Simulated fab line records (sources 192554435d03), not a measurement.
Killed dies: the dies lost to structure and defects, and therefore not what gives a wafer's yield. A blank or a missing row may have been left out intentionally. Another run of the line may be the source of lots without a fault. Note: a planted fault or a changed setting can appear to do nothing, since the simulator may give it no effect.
Which of the tools did it? || flow n5-finfet || 12 lots with 36 wafers sampled at 2 steps, on a route of 1938 steps

WHAT EACH GAUGE READ, for each wafer
N5_BEOL_M1_CD_MEAS_18: pitch 36 nm, target cd 18 nm.
{"lot": "L075", "measured": "day 6 08:26", "on": "cd-sem-03", "cd-nm (nm)": "17.54 17.90 17.60"}
{"lot": "L077", "measured": "day 6 19:51", "on": "cd-sem-03", "cd-nm (nm)": "17.67 17.85 17.92"}
{"lot": "L079", "measured": "day 7 08:41", "on": "cd-sem-03", "cd-nm (nm)": "18.28 18.22 18.35"}
{"lot": "L081", "measured": "day 7 18:37", "on": "cd-sem-02", "cd-nm (nm)": "17.77 18.28 18.43"}
{"lot": "L082", "measured": "day 8 04:08", "on": "cd-sem-03", "cd-nm (nm)": "17.87 17.91 18.04"}
{"lot": "L085", "measured": "day 9 00:14", "on": "cd-sem-03", "cd-nm (nm)": "18.16 17.95 17.91"}
{"lot": "L087", "measured": "day 9 13:39", "on": "cd-sem-02", "cd-nm (nm)": "18.00 18.11 18.04"}
{"lot": "L089", "measured": "day 10 04:29", "on": "cd-sem-02", "cd-nm (nm)": "18.13 17.76 17.71"}
{"lot": "L091", "measured": "day 10 07:58", "on": "cd-sem-03", "cd-nm (nm)": "18.01 17.74 17.49"}
{"lot": "L093", "measured": "day 11 02:27", "on": "cd-sem-03", "cd-nm (nm)": "17.98 17.56 18.07"}
{"lot": "L095", "measured": "day 11 12:35", "on": "cd-sem-02", "cd-nm (nm)": "17.73 18.26 18.21"}
{"lot": "L097", "measured": "day 11 20:38", "on": "cd-sem-01", "cd-nm (nm)": "17.75 18.03 17.47"}

EACH LOT AND THE TOOL THAT RAN IT (in order: tool; ch and the chambers of the sampled wafers; start)
{"lot": "L075", "N5_BEOL_M1_PECVD_72": "pecvd-04 ch 1,2, day 6 06:41"}
{"lot": "L077", "N5_BEOL_M1_PECVD_72": "pecvd-04 ch 2, day 6 18:32"}
{"lot": "L079", "N5_BEOL_M1_PECVD_72": "pecvd-04 ch 1,2, day 7 06:35"}
{"lot": "L081", "N5_BEOL_M1_PECVD_72": "pecvd-04 ch 1,2, day 7 15:34"}
{"lot": "L082", "N5_BEOL_M1_PECVD_72": "pecvd-01 ch 0,1,2, day 8 00:35"}
{"lot": "L085", "N5_BEOL_M1_PECVD_72": "pecvd-04 ch 1,2, day 8 22:50"}
{"lot": "L087", "N5_BEOL_M1_PECVD_72": "pecvd-04 ch 1,2, day 9 11:01"}
{"lot": "L089", "N5_BEOL_M1_PECVD_72": "pecvd-04 ch 0,1, day 10 01:25"}
{"lot": "L091", "N5_BEOL_M1_PECVD_72": "pecvd-04 ch 0,1, day 10 06:11"}
{"lot": "L093", "N5_BEOL_M1_PECVD_72": "pecvd-01 ch 0,1, day 10 23:59"}
{"lot": "L095", "N5_BEOL_M1_PECVD_72": "pecvd-01 ch 0,1,2, day 11 08:20"}
{"lot": "L097", "N5_BEOL_M1_PECVD_72": "pecvd-04 ch 0,2, day 11 19:19"}
- N5_BEOL_M1_PECVD_72: deposits SiO2 from TEOS/O2, target thk 16 nm, time 18 s.

THE ANSWER, worked out from the rows above alone
Rule: usual is defined by the lots themselves. The widest of any qualifying gaps counts: lots, ordered by their means at a reading, are off when they make up no more than a third of the lots, leave a main group of 4 or more, and stand apart from it by 3 or more times the standard deviation of that group's means. A main group is skipped when, at the precision printed for the reading in the tables above, its means are all equal. Also off: a lot with no number at a reading for which 4 or more lots have one. All remaining lots with rows at the step are treated as sound.
No lot is off on any of the readings shown, so nothing can be concluded from this.

WHAT HAD BEEN PUT IN BY THE SIMULATOR
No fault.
